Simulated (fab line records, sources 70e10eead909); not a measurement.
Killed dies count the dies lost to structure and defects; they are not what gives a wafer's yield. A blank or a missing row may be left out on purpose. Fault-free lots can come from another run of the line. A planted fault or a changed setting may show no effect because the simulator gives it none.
fab line records ; flow nand_harc
record: lots: 7; wafers: 18; last_day: 33
route steps=1302 shown A_CONTACT@1071
lots with no fault: from the same line, run without faults
start_h: hours from the record's first day to the start of the lot's first wafer shown ; wait_h: hours from the lot's prior step to this one ; " unchanged from the row above ; L1.1+2: a single row standing in for several wafers ; - no value present, or no start provided ; * or withheld: withheld ; < > ~ a bound
route shown NAME@n: a module of which the file shows steps, and the number in the route of the first ; usual: the fault-free wafers' mean and standard deviation ; same: alike in all rows ; chamber/n: place in a boat ; sites: per-site readings ; _std_site: the values' standard deviation ; _edge_site: outer sites' mean less inner sites' ; radius_mm: for every site, how far away it sits from the centre of the wafer ; mask NAME#n: copy n ; behind: the last tool/chamber to shape the wafer ; hold: why the lot was held/for how many hours/how that ended ; device: the transistor (n, p or np) that didn't switch ; end of line: the route-end tests of the same wafers ; a step with no rows: only its recipe ; killed: not the wafer's yield, but the dies lost to structure and defects at the first sort ; map: the dies of a wafer, with x for killed, . for not killed, _ for no die there
set.NAME: the run value of the setting; set.NAME@STEP: its run value at that earlier step ; model.NAME: the simulator's own value behind a step, which no gauge read
lots at selected steps of the route; one table per step, one row per wafer
services: from which hour (start_h, from the record's first day; less than 0 if before it) a tool's chamber was out of use, for how many hours, and why
== steps ==
step: NHARC_A_CONTACT_COAT_87
recipe: temp_c: 225; time_s: 65
step: NHARC_A_CONTACT_COAT_02
recipe: spin_rpm: 1500; resist_thk_nm: 90
step: NHARC_A_CONTACT_SOFTBAKE_03
recipe: temp_c: 105; time_s: 55
step: NHARC_A_CONTACT_EBR_04
step: NHARC_A_CONTACT_EXPOSE_05
recipe: na: 1.35; sigma_outer: 0.8; dose_mj: 84.24; mask_id: A_CC
step: NHARC_A_CONTACT_PEB_06
recipe: peb_temp_c: 100; peb_time_s: 65
step: NHARC_A_CONTACT_DEVELOP_07
recipe: develop_time_s: 35; dev_temp_c: 23
step: NHARC_A_CONTACT_CD_MEAS_08
recipe: target_cd_nm: 200; landing_energy_ev: 500
usual: cd_nm: 200.3/0.65
lot.wafer;tool;chamber;start_h;wait_h;cd_nm
L612.1;cd_sem-01;0;584.43;-;201.0
L612.4;cd_sem-01;0;584.43;-;201.2
L612.6;cd_sem-01;0;584.43;-;201.0
L617.2;cd_sem-02;0;649.74;-;200.1
L617.4;cd_sem-02;0;649.74;-;200.8
L621.3;cd_sem-03;0;658.02;-;200.5
L621.6;cd_sem-03;0;658.02;-;201.1
L620.3;cd_sem-01;0;658.59;-;200.1
L620.4;cd_sem-01;0;658.59;-;199.9
L625.1;cd_sem-02;0;708.26;-;199.7
L625.4;cd_sem-02;0;708.26;-;200.5
L625.5;cd_sem-02;0;708.26;-;200.0
L624.1;cd_sem-03;0;714.49;-;201.2
L624.3;cd_sem-03;0;714.49;-;200.9
L624.6;cd_sem-03;0;714.49;-;201.1
L626.1;cd_sem-01;0;729.79;-;199.9
L626.4;cd_sem-01;0;729.79;-;200.4
L626.6;cd_sem-01;0;729.79;-;200.3
step: NHARC_A_CONTACT_OVL_MEAS_09
usual: overlay_x_nm: -0.2/0.83; overlay_y_nm: 0.1/0.94
lot.wafer;tool;chamber;start_h;wait_h;overlay_x_nm;overlay_y_nm
L612.1;overlay-01;-;584.52;-;0.4;-0.5
L612.4;overlay-01;-;584.52;-;0.5;-0.8
L612.6;overlay-01;-;584.52;-;0.0;-0.9
L617.2;overlay-02;-;649.83;-;0.4;-0.3
L617.4;overlay-02;-;649.83;-;0.1;-0.4
L621.3;overlay-02;-;658.11;-;-1.2;-1.7
L621.6;overlay-02;-;658.11;-;-1.1;-1.5
L620.3;overlay-02;-;658.67;-;-0.7;1.6
L620.4;overlay-02;-;658.67;-;-0.8;2.1
L625.1;overlay-01;-;708.35;-;-0.5;2.3
L625.4;overlay-01;-;708.35;-;-0.2;2.3
L625.5;overlay-01;-;708.35;-;-0.8;1.9
L624.1;overlay-02;-;714.58;-;-0.1;-0.8
L624.3;overlay-02;-;714.58;-;0.0;-0.6
L624.6;overlay-02;-;714.58;-;0.3;-0.3
L626.1;overlay-02;-;729.88;-;0.1;-1.2
L626.4;overlay-02;-;729.88;-;0.3;-0.4
L626.6;overlay-02;-;729.88;-;0.4;-0.9
step: NHARC_A_CONTACT_INSPECT_10
usual: raw_defect_count: 84/37
lot.wafer;tool;chamber;start_h;wait_h;raw_defect_count
L612.1;defect_inspect-02;-;584.56;0.0;87
L612.4;defect_inspect-02;-;584.56;0.0;63
L612.6;defect_inspect-02;-;584.56;0.0;77
L617.2;defect_inspect-01;-;649.86;0.0;59
L617.4;defect_inspect-01;-;649.86;0.0;53
L621.3;defect_inspect-01;-;658.14;0.0;95
L621.6;defect_inspect-01;-;658.14;0.0;96
L620.3;defect_inspect-02;-;658.71;0.0;69
L620.4;defect_inspect-02;-;658.71;0.0;81
L625.1;defect_inspect-02;-;708.39;0.0;120
L625.4;defect_inspect-02;-;708.39;0.0;122
L625.5;defect_inspect-02;-;708.39;0.0;119
L624.1;defect_inspect-02;-;714.61;0.0;31
L624.3;defect_inspect-02;-;714.61;0.0;36
L624.6;defect_inspect-02;-;714.61;0.0;37
L626.1;defect_inspect-01;-;729.92;0.0;76
L626.4;defect_inspect-01;-;729.92;0.0;70
L626.6;defect_inspect-01;-;729.92;0.0;48
step: NHARC_A_CONTACT_DESCUM_13
recipe: time_s: 3; o2_flow_sccm: 200; ar_flow_sccm: 0; bias_power_w: 0; chemistry: O2
usual: drypump_motor_current_A: 5.9/0.48; oes_product_au: 0.998/0.012; rf_vpp_V: 57.6/0.84; showerhead_plenum_p_Torr: 1.87/0.082; throttle_valve_pct: 11.311/0.0096
lot.wafer;tool;chamber;start_h;wait_h;drypump_motor_current_A;oes_product_au;rf_hours_counter_h;rf_vpp_V;showerhead_plenum_p_Torr;throttle_valve_pct
L612.1;rie_diel-04;3;584.62;0.1;5.6;0.982;7;57.6;1.82;11.315
L612.4;rie_diel-04;0;584.62;0.1;6.6;1.015;6;56.6;2.00;11.304
L612.6;rie_diel-04;3;584.62;0.1;5.7;0.984;-;57.7;1.82;11.299
L617.4;rie_diel-04;0;649.93;0.1;6.6;1.014;14;59.5;2.00;11.314
L617.2;rie_diel-04;2;649.93;0.1;5.8;0.998;18;57.6;1.78;11.297
L621.3;rie_diel-04;2;658.20;0.1;5.8;0.998;19;56.4;1.78;11.308
L621.6;rie_diel-04;3;658.20;0.1;5.7;0.987;-;57.4;1.81;11.323
L620.3;rie_diel-04;3;658.77;0.1;5.7;0.984;17;59.1;1.81;11.322
L620.4;rie_diel-04;2;658.77;0.1;5.8;0.995;19;56.5;1.78;11.302
L625.4;rie_diel-01;1;708.45;0.1;6.7;1.013;50;56.9;1.90;11.316
L625.1;rie_diel-01;3;708.45;0.1;4.9;0.992;55;58.2;1.78;11.310
L625.5;rie_diel-01;1;708.45;0.1;6.7;1.007;-;58.1;1.90;11.304
L624.3;rie_diel-06;3;714.68;0.1;6.5;1.008;15;57.8;2.05;11.305
L624.1;rie_diel-06;0;714.68;0.1;5.6;1.004;15;58.3;1.96;11.303
L624.6;rie_diel-06;0;714.68;0.1;5.7;1.005;-;58.2;1.96;11.328
L626.1;rie_diel-04;0;729.99;0.1;6.6;1.001;2;58.4;1.99;11.314
L626.4;rie_diel-04;1;729.99;0.1;5.9;0.992;1;56.9;1.83;11.303
L626.6;rie_diel-04;0;729.99;0.1;6.6;1.001;-;58.3;1.99;11.291
step: NHARC_A_CONTACT_ETCH_88
recipe: target_depth_a: 390; over_etch_frac: 0.3; time_s: 65; ion_energy_ev: 80; cf4_flow_sccm: 150; ar_flow_sccm: 0; rf_w: 300; bias_w: 100; chemistry: CF4
usual: drypump_motor_current_A: 5.9/0.48; oes_product_au: 1.000/0.011; rf_vpp_V: 150.9/1.3; showerhead_plenum_p_Torr: 1.73/0.071; throttle_valve_pct: 13.283/0.0089
lot.wafer;tool;chamber;start_h;wait_h;drypump_motor_current_A;oes_product_au;rf_hours_counter_h;rf_vpp_V;showerhead_plenum_p_Torr;throttle_valve_pct
L612.4;rie_diel-04;2;584.70;0.1;5.8;0.996;8;149.5;1.65;13.288
L612.1;rie_diel-04;0;584.70;0.1;6.6;0.997;6;152.2;1.84;13.289
L612.6;rie_diel-04;3;584.70;0.1;5.7;0.986;-;149.7;1.69;13.280
L617.2;rie_diel-04;3;650.01;0.1;5.7;0.983;16;149.9;1.68;13.285
L617.4;rie_diel-04;0;650.01;0.1;6.6;1.018;14;152.3;1.84;13.295
L621.3;rie_diel-04;0;658.29;0.1;6.6;1.003;15;152.0;1.84;13.268
L621.6;rie_diel-04;1;658.29;0.1;6.0;1.003;-;151.3;1.70;13.289
L620.3;rie_diel-04;1;659.14;0.4;6.0;1.009;17;151.8;1.70;13.274
L620.4;rie_diel-04;0;659.14;0.4;6.6;1.009;16;151.9;1.84;13.300
L625.1;rie_diel-01;1;708.54;0.1;6.7;1.015;50;151.7;1.76;13.276
L625.4;rie_diel-01;2;708.54;0.1;5.7;0.993;49;149.4;1.73;13.294
L625.5;rie_diel-01;1;708.54;0.1;6.7;1.013;-;151.0;1.76;13.289
L624.1;rie_diel-06;3;714.79;0.1;6.5;1.020;15;151.9;1.89;13.286
L624.3;rie_diel-06;0;714.79;0.1;5.7;1.010;15;151.1;1.81;13.273
L624.6;rie_diel-06;1;714.79;0.1;5.5;0.995;-;151.9;1.78;13.273
L626.1;rie_diel-04;2;730.07;0.1;5.8;1.006;1;150.3;1.65;13.279
L626.4;rie_diel-04;3;730.07;0.1;5.7;1.000;1;150.0;1.68;13.272
L626.6;rie_diel-04;1;730.07;0.1;5.9;1.005;-;150.1;1.70;13.258
step: NHARC_A_CONTACT_ETCH_89
recipe: target_depth_a: 2600; over_etch_frac: 0.3; time_s: 475.3; ion_energy_ev: 200; n2_flow_sccm: 150; h2_flow_sccm: 150; ar_flow_sccm: 0; rf_w: 400; bias_w: 150; chemistry: N2/H2
usual: drypump_motor_current_A: 5.9/0.47; oes_product_au: 0.999/0.012; rf_vpp_V: 429.2/2.8; showerhead_plenum_p_Torr: 1.99/0.089; throttle_valve_pct: 14.171/0.0095
lot.wafer;tool;chamber;start_h;wait_h;drypump_motor_current_A;oes_product_au;rf_hours_counter_h;rf_vpp_V;showerhead_plenum_p_Torr;throttle_valve_pct
L612.1;rie_diel-04;0;584.86;-;6.6;1.013;6;433.9;2.13;14.184
L612.4;rie_diel-04;1;584.86;-;5.9;0.999;6;428.1;1.96;14.173
L612.6;rie_diel-04;3;584.86;-;5.7;0.987;-;425.4;1.93;14.164
L617.2;rie_diel-04;2;650.10;-;5.8;0.876;18;425.1;1.89;14.165
L617.4;rie_diel-04;0;650.10;-;6.6;1.012;14;432.5;2.13;14.159
L621.3;rie_diel-04;2;658.45;-;5.8;0.876;19;425.7;1.89;14.181
L621.6;rie_diel-04;1;658.45;-;6.0;1.003;-;427.6;1.96;14.176
L620.3;rie_diel-04;0;659.23;-;6.6;0.888;16;432.4;2.13;14.184
L620.4;rie_diel-04;1;659.23;-;5.9;1.009;17;427.7;1.96;14.159
L625.1;rie_diel-01;1;708.63;-;6.7;1.002;50;429.8;2.03;14.181
L625.4;rie_diel-01;0;708.63;-;5.5;0.993;55;429.5;2.00;14.182
L625.5;rie_diel-01;2;708.63;-;5.7;0.985;-;429.4;1.99;14.175
L624.1;rie_diel-06;0;714.86;-;5.7;1.004;16;434.1;2.10;14.161
L624.3;rie_diel-06;2;714.86;-;5.0;1.004;14;430.1;1.98;14.159
L624.6;rie_diel-06;0;714.86;-;5.7;1.006;-;430.9;2.10;14.170
L626.1;rie_diel-04;2;730.16;-;5.8;0.996;1;425.1;1.89;14.179
L626.4;rie_diel-04;1;730.16;-;6.0;0.996;2;427.4;1.95;14.168
L626.6;rie_diel-04;2;730.16;-;5.8;1.007;-;425.9;1.89;14.178
step: NHARC_A_CONTACT_ETCH_30
recipe: target_depth_a: 726; time_s: 36.3; cf4_flow_sccm: 100; chf3_flow_sccm: 30; ar_flow_sccm: 0; rf_w: 500; bias_w: 200; chemistry: CF4/CHF3
usual: drypump_motor_current_A: 5.9/0.48; oes_product_au: 0.934/0.02; rf_vpp_V: 369.8/2.3; showerhead_plenum_p_Torr: 1.55/0.066; throttle_valve_pct: 16.802/0.0096
lot.wafer;tool;chamber;start_h;wait_h;drypump_motor_current_A;oes_product_au;rf_hours_counter_h;rf_vpp_V;showerhead_plenum_p_Torr;throttle_valve_pct
L612.1;rie_diel-04;2;-;-;5.8;0.977;8;365.3;1.47;16.820
L612.4;rie_diel-04;3;-;-;5.6;0.942;8;368.2;1.50;16.815
L612.6;rie_diel-04;1;-;-;6.0;0.984;-;369.7;1.52;16.815
L617.4;rie_diel-04;2;-;-;5.8;0.975;18;368.5;1.47;16.800
L617.2;rie_diel-04;3;-;-;5.7;0.966;16;368.5;1.50;16.787
L621.3;rie_diel-04;0;-;-;6.6;0.993;15;373.9;1.64;16.800
L621.6;rie_diel-04;0;-;-;6.6;0.980;-;372.1;1.64;16.804
L620.3;rie_diel-04;0;-;-;6.6;0.955;16;372.5;1.64;16.793
L620.4;rie_diel-04;1;-;-;6.0;0.973;17;368.4;1.51;16.799
L625.4;rie_diel-01;1;-;-;6.7;0.930;50;371.1;1.57;16.806
L625.1;rie_diel-01;2;-;-;5.7;0.918;50;368.6;1.54;16.812
L625.5;rie_diel-01;1;-;-;6.8;0.938;-;370.5;1.57;16.789
L624.3;rie_diel-06;3;-;-;6.5;0.940;15;374.0;1.68;16.801
L624.1;rie_diel-06;2;-;-;5.0;0.914;14;369.6;1.53;16.805
L624.6;rie_diel-06;0;-;-;5.6;0.932;-;372.1;1.61;16.794
L626.1;rie_diel-04;0;-;-;6.6;0.935;2;372.5;1.64;16.802
L626.4;rie_diel-04;2;-;-;5.8;0.931;1;367.3;1.46;16.773
L626.6;rie_diel-04;1;-;-;5.9;0.941;-;367.2;1.51;16.798
== services ==
tool;chamber;start_h;hours;kind
rie_diel-04;0;566.59;-;clean
rie_diel-04;1;566.59;-;clean
rie_diel-04;2;566.59;-;clean
rie_diel-04;3;566.59;-;clean
rie_diel-04;0;591.09;-;clean
rie_diel-04;1;591.09;-;clean
rie_diel-04;2;591.09;-;clean
rie_diel-04;3;591.09;-;clean
rie_diel-06;0;595.74;4.3;repair
rie_diel-04;0;615.59;-;clean
rie_diel-04;1;615.59;-;clean
rie_diel-04;2;615.59;-;clean
rie_diel-04;3;615.59;-;clean
rie_diel-04;0;640.10;-;clean
rie_diel-04;1;640.10;-;clean
rie_diel-04;2;640.10;-;clean
rie_diel-04;3;640.10;-;clean
rie_diel-04;3;651.48;5.8;repair
rie_diel-06;2;654.40;3.1;repair
rie_diel-06;-;661.25;9.0;pm
rie_diel-04;0;664.60;-;clean
rie_diel-04;1;664.60;-;clean
rie_diel-04;-;665.26;1.2;repair
rie_diel-04;-;709.46;9.0;pm
== key ==
first_sign: step: NHARC_A_CONTACT_ETCH_89; reading: oes_product_au; direction: down; sigmas: 10; usual: 0.999; struck: 0.880
effect none on later readings
met_at NHARC_A_CONTACT_ETCH_89
struck_wafers L617.2,L620.3,L621.3
tester_left_out L617,L620,L621
onset_between 584.86 650.10
fault: kind: process_parameter_drift; tool: rie_diel-04; chamber: -; onset_h: 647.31; steps: NHARC_A_CONTACT_ETCH_89; channel: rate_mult; offset: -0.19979; shape: step; end_h: 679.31; scope: struck_wafers_only
tester_left_out: of these lots the tester's yield and bins aren't shown, on N5 and GAA mostly nor the transistor test; their killed dies are dies lost to structure and defects alone, not to doping, threshold or leakage, so they don't give the yield
